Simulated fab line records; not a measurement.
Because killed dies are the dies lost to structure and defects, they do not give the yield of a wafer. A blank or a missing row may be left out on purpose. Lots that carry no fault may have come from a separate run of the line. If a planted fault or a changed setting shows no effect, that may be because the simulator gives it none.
Which tool was responsible? | flow n5_finfet | 11 lots with 33 wafers sampled at 3 steps, on a route of 1938 steps

## WHAT EACH GAUGE READ, for each wafer
N5_BEOL_M7_INSPECT_58: inspects for defects (darkfield).
lot  | measured     | on                | raw_defect_count
L870 | day 9 16:58  | defect_inspect-01 | 57 52 71
L872 | day 10 01:55 | defect_inspect-02 | 87 118 78
L873 | day 10 11:10 | defect_inspect-01 | 99 115 83
L874 | day 10 19:17 | defect_inspect-02 | 50 104 63
L876 | day 11 08:48 | defect_inspect-02 | 45 31 29
L878 | day 12 07:34 | defect_inspect-01 | 53 33 58
L881 | day 13 05:24 | defect_inspect-01 | 822 781 731
L879 | day 13 08:36 | defect_inspect-02 | 700 686 759
L889 | day 14 14:30 | defect_inspect-02 | 84 85 74
L890 | day 15 14:32 | defect_inspect-02 | 30 44 43
L892 | day 15 22:14 | defect_inspect-02 | 185 94 111

## WHICH TOOL RAN EACH LOT (tool, then ch and the chambers of the sampled wafers, then the start)
lot  | N5_BEOL_M7_ANNEAL_51             | N5_BEOL_M7_CMP_52
L870 | rtp_anneal-01 ch 0, day 9 16:07  | cmp-01 ch 1,2,3, day 9 16:34
L872 | rtp_anneal-01 ch 0, day 10 01:15 | cmp-01 ch 0,1,2, day 10 01:29
L873 | rtp_anneal-02 ch 0, day 10 10:28 | cmp-03 ch 0,2,3, day 10 10:45
L874 | rtp_anneal-02 ch 0, day 10 18:32 | cmp-02 ch 0,2,3, day 10 18:52
L876 | rtp_anneal-02 ch 0, day 11 08:06 | cmp-03 ch 1,2,3, day 11 08:21
L878 | rtp_anneal-02 ch 0, day 12 06:49 | cmp-01 ch 0,1,2, day 12 07:12
L881 | rtp_anneal-02 ch 0, day 13 04:38 | cmp-03 ch 0,2,3, day 13 04:57
L879 | rtp_anneal-01 ch 0, day 13 07:56 | cmp-03 ch 1,2,3, day 13 08:16
L889 | rtp_anneal-02 ch 0, day 14 13:45 | cmp-01 ch 1,2, day 14 14:05
L890 | rtp_anneal-02 ch 0, day 15 13:47 | cmp-02 ch 0,1,2, day 15 14:05
L892 | rtp_anneal-01 ch 0, day 15 21:29 | cmp-02 ch 0,1,3, day 15 21:53
- N5_BEOL_M7_ANNEAL_51: time 90 s.
- N5_BEOL_M7_CMP_52: polishes, stops on SiCOH lowk, t overpolish 6.9 s, target thk 80 nm.

## THE ANSWER, worked out from the rows above alone
Rule: usual is defined by the lots themselves. The widest of any qualifying gaps counts: lots, ordered by their means at a reading, are off when they make up no more than a third of the lots, leave a main group of 4 or more, and stand apart from it by 3 or more times the standard deviation of that group's means. Not used: any main group whose means are identical at the precision the tables above print for the reading. Also off: a lot with no number at a reading for which 4 or more lots have one. Where the step has rows for the other lots, those lots are counted as sound.
Off: L881, L879 (N5_BEOL_M7_INSPECT_58, raw_defect_count). Mean 73 and standard deviation 30 in the main group.
A tool fits if, at a process step before that reading, it ran every lot that is off, and no sound lot after the first of them. The gauges at N5_BEOL_M7_INSPECT_58 are tried like those tools. One fits: cmp-03 at N5_BEOL_M7_CMP_52. A fault onset in the window from L876 (day 11 08:21, its last sound lot) to L881 (day 13 04:57, its first lot off) fits.

## WHAT THE SIMULATOR HAD PUT IN
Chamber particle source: cmp-03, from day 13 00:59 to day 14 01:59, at N5_BEOL_M7_CMP_52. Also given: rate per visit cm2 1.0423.
Struck lots among those shown: L881, L879. The rule given above showed the same thing.
